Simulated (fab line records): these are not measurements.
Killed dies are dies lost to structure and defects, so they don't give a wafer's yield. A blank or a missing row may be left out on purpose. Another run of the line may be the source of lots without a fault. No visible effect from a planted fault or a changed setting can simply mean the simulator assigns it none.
Split-lot trial || flow n5 finfet || 21 wafers read from 7 lots, route of 1938 steps

## ABOUT THE SPLIT
At N5_MOL_CONTACT_COAG_ETCH_105 (etches SiARC in CF4, target depth 15.6 nm, time 26 s), the setting bias w was moved away from the recipe's 36 W on 11 of the 21 wafers read, by -15.4% to +17.7%. The other wafers ran this setting at the recipe's value.

Reading taken at the split's own step.

## THE READING
rf vpp V, in V, at N5_MOL_CONTACT_COAG_ETCH_105 (etches SiARC in CF4, target depth 15.6 nm, time 26 s). A value of 184.1 V with a standard deviation of 1.3 V is what fault-free wafers of this fab line usually give.

{"wafer": "L075.2", "tool, chamber at the split": "rie diel-02, 3", "bias w as run, W": 30.45, "against the recipe": "-15.4%", "rf vpp V, V": 164.1, "against lot-mates on the recipe": -17.7}
{"wafer": "L075.4", "tool, chamber at the split": "rie diel-02, 2", "bias w as run, W": 36, "against the recipe": "recipe", "rf vpp V, V": 181.8, "against lot-mates on the recipe": "-"}
{"wafer": "L075.5", "tool, chamber at the split": "rie diel-02, 1", "bias w as run, W": 30.45, "against the recipe": "-15.4%", "rf vpp V, V": 166.8, "against lot-mates on the recipe": -15.0}
{"wafer": "L077.4", "tool, chamber at the split": "rie diel-06, 0", "bias w as run, W": 36, "against the recipe": "recipe", "rf vpp V, V": 184.7, "against lot-mates on the recipe": "-"}
{"wafer": "L077.5", "tool, chamber at the split": "rie diel-06, 2", "bias w as run, W": 31.85, "against the recipe": "-11.5%", "rf vpp V, V": 169.1, "against lot-mates on the recipe": -15.6}
{"wafer": "L077.6", "tool, chamber at the split": "rie diel-06, 1", "bias w as run, W": 31.85, "against the recipe": "-11.5%", "rf vpp V, V": 170.4, "against lot-mates on the recipe": -14.3}
{"wafer": "L078.1", "tool, chamber at the split": "rie diel-06, 0", "bias w as run, W": 41.2, "against the recipe": "+14.4%", "rf vpp V, V": 200.5, "against lot-mates on the recipe": "+17.0"}
{"wafer": "L078.3", "tool, chamber at the split": "rie diel-06, 1", "bias w as run, W": 41.2, "against the recipe": "+14.4%", "rf vpp V, V": 200.7, "against lot-mates on the recipe": "+17.2"}
{"wafer": "L078.5", "tool, chamber at the split": "rie diel-06, 1", "bias w as run, W": 36, "against the recipe": "recipe", "rf vpp V, V": 183.5, "against lot-mates on the recipe": "-"}
{"wafer": "L081.2", "tool, chamber at the split": "rie diel-04, 1", "bias w as run, W": 39.28, "against the recipe": "+9.1%", "rf vpp V, V": 195.4, "against lot-mates on the recipe": "no lot-mate on the recipe"}
{"wafer": "L081.5", "tool, chamber at the split": "rie diel-04, 1", "bias w as run, W": 39.28, "against the recipe": "+9.1%", "rf vpp V, V": 196.1, "against lot-mates on the recipe": "no lot-mate on the recipe"}
{"wafer": "L081.6", "tool, chamber at the split": "rie diel-04, 0", "bias w as run, W": 39.28, "against the recipe": "+9.1%", "rf vpp V, V": 198.5, "against lot-mates on the recipe": "no lot-mate on the recipe"}
{"wafer": "L082.1", "tool, chamber at the split": "rie diel-02, 0", "bias w as run, W": 42.38, "against the recipe": "+17.7%", "rf vpp V, V": 202.0, "against lot-mates on the recipe": "+17.4"}
{"wafer": "L082.4", "tool, chamber at the split": "rie diel-02, 2", "bias w as run, W": 42.38, "against the recipe": "+17.7%", "rf vpp V, V": 202.7, "against lot-mates on the recipe": "+18.1"}
{"wafer": "L082.5", "tool, chamber at the split": "rie diel-02, 3", "bias w as run, W": 36, "against the recipe": "recipe", "rf vpp V, V": 184.6, "against lot-mates on the recipe": "-"}
{"wafer": "L084.2", "tool, chamber at the split": "rie diel-02, 0", "bias w as run, W": 36, "against the recipe": "recipe", "rf vpp V, V": 182.5, "against lot-mates on the recipe": "-"}
{"wafer": "L084.3", "tool, chamber at the split": "rie diel-02, 3", "bias w as run, W": 36, "against the recipe": "recipe", "rf vpp V, V": 183.9, "against lot-mates on the recipe": "-"}
{"wafer": "L084.6", "tool, chamber at the split": "rie diel-02, 0", "bias w as run, W": 36, "against the recipe": "recipe", "rf vpp V, V": 184.1, "against lot-mates on the recipe": "-"}
{"wafer": "L086.1", "tool, chamber at the split": "rie diel-04, 3", "bias w as run, W": 36, "against the recipe": "recipe", "rf vpp V, V": 183.9, "against lot-mates on the recipe": "-"}
{"wafer": "L086.2", "tool, chamber at the split": "rie diel-04, 0", "bias w as run, W": 36, "against the recipe": "recipe", "rf vpp V, V": 185.6, "against lot-mates on the recipe": "-"}
{"wafer": "L086.3", "tool, chamber at the split": "rie diel-04, 2", "bias w as run, W": 36, "against the recipe": "recipe", "rf vpp V, V": 185.3, "against lot-mates on the recipe": "-"}

THE FIT
A straight line over all 21 wafers: rf vpp V changes by +1.17 V for each +1% of bias w; r = +0.99; the points scatter about the line by 1.6 V.
The same after taking each lot's own level away (the mean of its wafers on the recipe; 18 wafers): +1.11 V for each +1%; r = +0.99; scatter 1.3 V.
On that fit, the largest move of bias w shifts the reading by 20 V.
From 181.80 to 184.93 V: that is the span of the lots' own levels, equal to 2.4 times the standard deviation above.
Hence the lot-to-lot level has little effect on the slope; both slopes agree.
Check: for one of the wafers moved furthest among these (+17.7%), held out of the fit, the line's prediction against its lot-mates is +19.9 V. It came out at +17.4 V against them.
Tool readings at the split's step, against how far the setting was moved: rf vpp V r = +0.99.

## OTHER SPLITS ON THESE WAFERS
Before the reading, these wafers also passed through other splits. Each is held against what the fit with the lots' levels taken away leaves over:
{"other split on the same wafers": "N5_HKMG_FIN_PEB_10 peb time s", "wafers away from the commonest value": 8, "r with rf vpp V (lot level and that fit taken away)": -0.30}
{"other split on the same wafers": "N5_MOL_CONTACT_COAG_EXPOSE_05 dose mj", "wafers away from the commonest value": 3, "r with rf vpp V (lot level and that fit taken away)": -0.27}

## FILE'S OWN FIT
rf vpp V changes by +1.1 V for each +1% of bias w, r = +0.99.
